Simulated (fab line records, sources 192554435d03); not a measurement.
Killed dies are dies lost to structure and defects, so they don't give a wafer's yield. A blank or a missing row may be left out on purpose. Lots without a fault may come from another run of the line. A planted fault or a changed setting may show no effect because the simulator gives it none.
Split-lot experiment | flow n5_finfet | 7 lots, 21 wafers read, on a route of 1938 steps

THE SPLIT
At N5_BEOL_M12_SPUTTER_44 (material Ta, target thk 10 nm, time 16.13 s), the setting time_s was moved away from the recipe's 16.13 s on 12 of the 21 wafers read, by -12.7% to +5.2%. The other wafers ran this setting at the recipe's value.

The reading is taken at the split's own step.

THE READING
Ta_of_BEOL_M12_SPUTTER_44.thk_nm (the simulator's own value, which no gauge read), in nm, at N5_BEOL_M12_SPUTTER_44 (material Ta, target thk 10 nm, time 16.13 s). The file gives no usual value for it. The 9 wafers here that ran the recipe average 10.0 nm, standard deviation 0.21 nm.

wafer  | tool, chamber at the split | time_s as run, s | against the recipe | Ta_of_BEOL_M12_SPUTTER_44.thk_nm, nm | against lot-mates on the recipe
L079.1 | pvd_sputter-01, -          | 16.13            | recipe             | 10.2                                 | -
L079.2 | pvd_sputter-01, -          | 16.13            | recipe             | 10.4                                 | -
L079.6 | pvd_sputter-01, -          | 16.82            | +4.3%              | 10.6                                 | +0.3
L084.1 | pvd_sputter-02, -          | 16.13            | recipe             | 9.8                                  | -
L084.5 | pvd_sputter-02, -          | 16.13            | recipe             | 9.8                                  | -
L084.2 | pvd_sputter-02, -          | 16.13            | recipe             | 10.2                                 | -
L085.3 | pvd_sputter-02, -          | 16.97            | +5.2%              | 10.4                                 | no lot-mate on the recipe
L085.4 | pvd_sputter-02, -          | 16.97            | +5.2%              | 10.4                                 | no lot-mate on the recipe
L085.6 | pvd_sputter-02, -          | 16.97            | +5.2%              | 10.6                                 | no lot-mate on the recipe
L086.1 | pvd_sputter-02, -          | 14.28            | -11.5%             | 9                                    | -1.0
L086.3 | pvd_sputter-02, -          | 16.13            | recipe             | 10                                   | -
L086.6 | pvd_sputter-02, -          | 14.28            | -11.5%             | 9.2                                  | -0.8
L089.1 | pvd_sputter-02, -          | 14.11            | -12.5%             | 8.6                                  | -1.4
L089.2 | pvd_sputter-02, -          | 16.13            | recipe             | 10                                   | -
L089.4 | pvd_sputter-02, -          | 14.11            | -12.5%             | 8.8                                  | -1.2
L090.1 | pvd_sputter-01, -          | 15.41            | -4.5%              | 9.2                                  | -0.6
L090.4 | pvd_sputter-01, -          | 15.41            | -4.5%              | 9.6                                  | -0.2
L090.5 | pvd_sputter-01, -          | 16.13            | recipe             | 9.8                                  | -
L094.1 | pvd_sputter-03, -          | 14.08            | -12.7%             | 8.8                                  | -1.4
L094.6 | pvd_sputter-03, -          | 14.08            | -12.7%             | 8.8                                  | -1.4
L094.3 | pvd_sputter-03, -          | 16.13            | recipe             | 10.2                                 | -

THE FIT
A straight line over all 21 wafers: Ta_of_BEOL_M12_SPUTTER_44.thk_nm changes by +0.0964 nm for each +1% of time_s; r = +0.96; the points scatter about the line by 0.2 nm.
The same after taking each lot's own level away (the mean of its wafers on the recipe; 18 wafers): +0.0973 nm for each +1%; r = +0.97; scatter 0.16 nm.
On that fit, the largest move of time_s shifts the reading by 1.2 nm.
The lots' own levels span 9.80 to 10.30 nm, that is 2.4 times the standard deviation above.
So the lot-to-lot level changes the slope little: the two slopes agree.
Check: with one of the wafers moved furthest among these (-12.7%) left out of the fit, the line predicts -1.21 nm for it against its lot-mates. It came out at -1.4 nm against them.

OTHER SPLITS ON THESE WAFERS
These wafers also went through other splits before the reading. Each is held against what the fit with the lots' levels taken away leaves over:
other split on the same wafers | wafers away from the commonest value | r with Ta_of_BEOL_M12_SPUTTER_44.thk_nm (lot level and that fit taken away)
N5_BEOL_M9_EXPOSE_08 dose_mj   | 9                                    | +0.24
N5_BEOL_M10_PEB_26 peb_time_s  | 8                                    | +0.34
N5_BEOL_M11_ETCH_66 time_s     | 8                                    | +0.10

THE FILE'S OWN FIT
Ta_of_BEOL_M12_SPUTTER_44.thk_nm changes by +0.0972 nm for each +1% of time_s, r = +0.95.
